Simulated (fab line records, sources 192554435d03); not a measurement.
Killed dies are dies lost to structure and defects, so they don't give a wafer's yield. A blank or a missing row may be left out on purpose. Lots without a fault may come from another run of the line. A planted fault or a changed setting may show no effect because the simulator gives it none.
Chamber matching | flow n5_finfet | N5_MOL_CONTACT_COAG_CMP_23 on cmp-02: 4 sister chambers
The step polishes, stops on SiO2, t overpolish 1.5 s, target thk 0 nm. 8 wafers are shown with their chamber, then 7 later ones without.

WAFERS WITH THEIR CHAMBER
wafer  | chamber | motor_current_A (A) | overpolish_run_s (s)
L755.3 | 2       | 6.0                 | 1.490
L759.4 | 2       | 6.0                 | 1.503
L759.5 | 3       | 9.4                 | 1.495
L767.2 | 1       | 7.1                 | 1.493
L767.4 | 0       | 7.3                 | 1.493
L767.5 | 3       | 9.0                 | 1.495
L770.1 | 0       | 8.3                 | 1.484
L770.2 | 1       | 7.0                 | 1.496

WAFERS WITHOUT THEIR CHAMBER
wafer  | motor_current_A (A) | overpolish_run_s (s)
L770.3 | 8.5                 | 1.500
L774.2 | 6.2                 | 1.486
L774.3 | 9.1                 | 1.501
L774.5 | 7.6                 | 1.492
L775.2 | 7.2                 | 1.499
L775.4 | 8.8                 | 1.502
L775.6 | 7.5                 | 1.503

WHICH CHAMBER EACH WENT THROUGH
wafer  | from the rows above          | in truth
L770.3 | can't be placed: 3 or 0 or 1 | 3
L774.2 | can't be placed: 2 or 1      | 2
L774.3 | 3                            | 3
L774.5 | can't be placed: 0 or 1      | 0
L775.2 | can't be placed: 1 or 0      | 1
L775.4 | can't be placed: 3 or 0      | 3
L775.6 | can't be placed: 1 or 0      | 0
Placed correctly: 1 of 7. Can't be placed from these rows: 6 (the true chamber is among the candidates in 6). Placed wrongly: 0.
How it was worked out, from the rows above alone: a wafer's distance from a chamber is the root of the sum, over the readings, of the square of ((its reading less the chamber's mean) divided by the reading's scatter). The wafer belongs to the nearest chamber; if the next one is less than 2 further off, it can't be placed. A chamber's mean is the mean of its shown wafers. The scatter: the root of (the sum of the squares of (reading less its chamber's mean) over the shown wafers, divided by (wafers less chambers)).
